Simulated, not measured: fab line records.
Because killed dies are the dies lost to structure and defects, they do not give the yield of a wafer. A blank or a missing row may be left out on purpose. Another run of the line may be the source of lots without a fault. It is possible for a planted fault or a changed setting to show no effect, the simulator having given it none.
Which tool was responsible? || flow n5_finfet || 9 lots, 27 wafers sampled, at 1 step of a route of 1938

== WHAT EACH GAUGE READ, for each wafer ==
N5_HKMG_FIN_OVL_MEAS_50.
{"lot": "L245", "measured": "day 3 21:51", "on": "overlay-02", "NDIPOLE_OVL (nm)": "-0.1 -0.4 -0.7"}
{"lot": "L247", "measured": "day 4 10:46", "on": "overlay-01", "NDIPOLE_OVL (nm)": "-0.5 -0.9 -0.5"}
{"lot": "L252", "measured": "day 5 17:34", "on": "overlay-01", "NDIPOLE_OVL (nm)": "-0.9 -0.5 -0.8"}
{"lot": "L253", "measured": "day 5 21:01", "on": "overlay-01", "NDIPOLE_OVL (nm)": "1.2 0.5 -0.8"}
{"lot": "L254", "measured": "day 6 02:56", "on": "overlay-02", "NDIPOLE_OVL (nm)": "-1.1 -0.2 0.6"}
{"lot": "L255", "measured": "day 6 13:08", "on": "overlay-02", "NDIPOLE_OVL (nm)": "0.5 0.3 0.0"}
{"lot": "L266", "measured": "day 9 07:38", "on": "overlay-02", "NDIPOLE_OVL (nm)": "0.9 -0.2 -0.8"}
{"lot": "L267", "measured": "day 9 11:18", "on": "overlay-02", "NDIPOLE_OVL (nm)": "0.3 -1.3 0.3"}
{"lot": "L268", "measured": "day 9 18:59", "on": "overlay-01", "NDIPOLE_OVL (nm)": "0.6 0.4 0.2"}

== WHAT TOOL EACH LOT RAN ON (gives the tool, then ch and the chambers of the sampled wafers, and finally the start) ==
The record holds no process step before these readings.

== THE ANSWER, worked out from the rows above alone ==
Rule: usual is defined by the lots themselves. The widest of any qualifying gaps counts: lots, ordered by their means at a reading, are off when they make up no more than a third of the lots, leave a main group of 4 or more, and stand apart from it by 3 or more times the standard deviation of that group's means. If all means in a main group match to the digits the tables above print for the reading, that group is not used. Also off: a lot with no number at a reading for which 4 or more lots have one. Where the step has rows for the other lots, those lots are counted as sound.
Nothing can be told from this: no lot is off at any reading shown.

== WHAT THE SIMULATOR HAD PUT IN ==
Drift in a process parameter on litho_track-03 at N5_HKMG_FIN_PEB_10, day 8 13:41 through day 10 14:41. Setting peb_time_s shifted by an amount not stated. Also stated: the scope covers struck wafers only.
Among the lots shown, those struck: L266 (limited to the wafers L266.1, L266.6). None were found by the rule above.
